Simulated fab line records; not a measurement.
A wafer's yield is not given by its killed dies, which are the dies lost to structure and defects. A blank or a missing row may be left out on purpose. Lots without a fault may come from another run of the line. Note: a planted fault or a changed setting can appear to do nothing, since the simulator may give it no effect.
Code-filled problem report in 8D (eight disciplines) form || flow nand-harc || the parts of the form that need people (team, actions taken, sign-off) are left out

== 1. THE PROBLEM ==
Mean of thk-nm at NHARC_A_ONON_D2_THK_MEAS_27: 657 nm across 4 wafers in 2 lots; on wafers with no fault it is 1001 nm (standard deviation 8.8). Measured from the usual mean, that is -39 standard deviations.
The step: measures by ellipsometry.
Seen first at day 17 02:44 on film-metro-01, wafer L878.4. Wafers with a number at this step in the record: 42, from 14 lots. Rule for "out" (also "out of limits"): further than 4 standard deviations from the usual mean. The other wafers with a number count as sound.

== 2. WHAT IT IS; WHAT IT IS NOT ==
{"question": "which readings at this step", "is": "thk-nm", "is not": "-"}
{"question": "which lots", "is": "L878, L880", "is not": "L868, L869, L870, L872, L873, L874, L876, L879, L882, L889, L890, L891"}
{"question": "which wafers of those lots", "is": "L878.4, L878.6, L880.2, L880.6", "is not": "L878.5, L880.5"}
{"question": "read on which gauges", "is": "film-metro-01, film-metro-02", "is not": "-"}
{"question": "when", "is": "from day 17 02:44", "is not": "up to then (22 sound wafers); but 16 sound wafers of L879, L880, L882, L889, L890, L891 came after"}

== 3. WHAT RULES OUT EACH SUSPECT ==
Counting: a tool at a process step up to the reading stays a suspect if it ran every lot that is out. Sound lots after the first of them don't rule it out here, since some wafers of a struck lot are sound.
- the gauge at NHARC_A_ONON_D2_THK_MEAS_27 has been ruled out. 2 gauges (film-metro-01, film-metro-02) read the wafers that are out.
- pecvd-onon-01 at NHARC_A_ONON_D2_DEP_25 (target thk 1000 nm): kept. It ran every lot that is out, first L878 (day 17 02:23); its last sound lot up to then is L876 (day 16 06:07).
Left after counting: pecvd-onon-01 at NHARC_A_ONON_D2_DEP_25.

== 4. THE CAUSE (what the simulator had put in) ==
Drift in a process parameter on pecvd-onon-01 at NHARC_A_ONON_D2_DEP_25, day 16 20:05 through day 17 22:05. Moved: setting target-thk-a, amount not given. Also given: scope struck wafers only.
This tool alone remained once counting was done.

== 5. THE EFFECT CHAIN, in route order ==
Rows list readings where the struck wafers' mean (over those with a number) sits beyond 3 standard deviations from the usual. Readings are gone through only where the record gives a usual standard deviation; hours: the median, over the lots, of the time from a lot's start at the first step in this table giving one to that lot's start at this step; sigmas: the change measured in usual standard deviations.
{"hours": 0, "step": "NHARC_A_ONON_D2_THK_MEAS_27", "reading": "thk-nm", "usual": "1001 nm", "on struck wafers": 657, "change": -344, "sigmas": -39}

== 6. HOW IT WOULD HAVE BEEN CAUGHT EARLIER ==
7 hours passed between the start of the fault at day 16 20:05 and the first reading out of limits at a measuring or inspecting step in this record, taken at day 17 02:44.
Tool readings at NHARC_A_ONON_D2_DEP_25 with a usual standard deviation given in the record: none out on any struck wafer, hence no alarm at a limit of 4 standard deviations on them.
L880, from the lots that are out (2), started NHARC_A_ONON_D2_DEP_25 on pecvd-onon-01 later than day 17 02:44. Had the tool been put on hold then, it would have been spared.
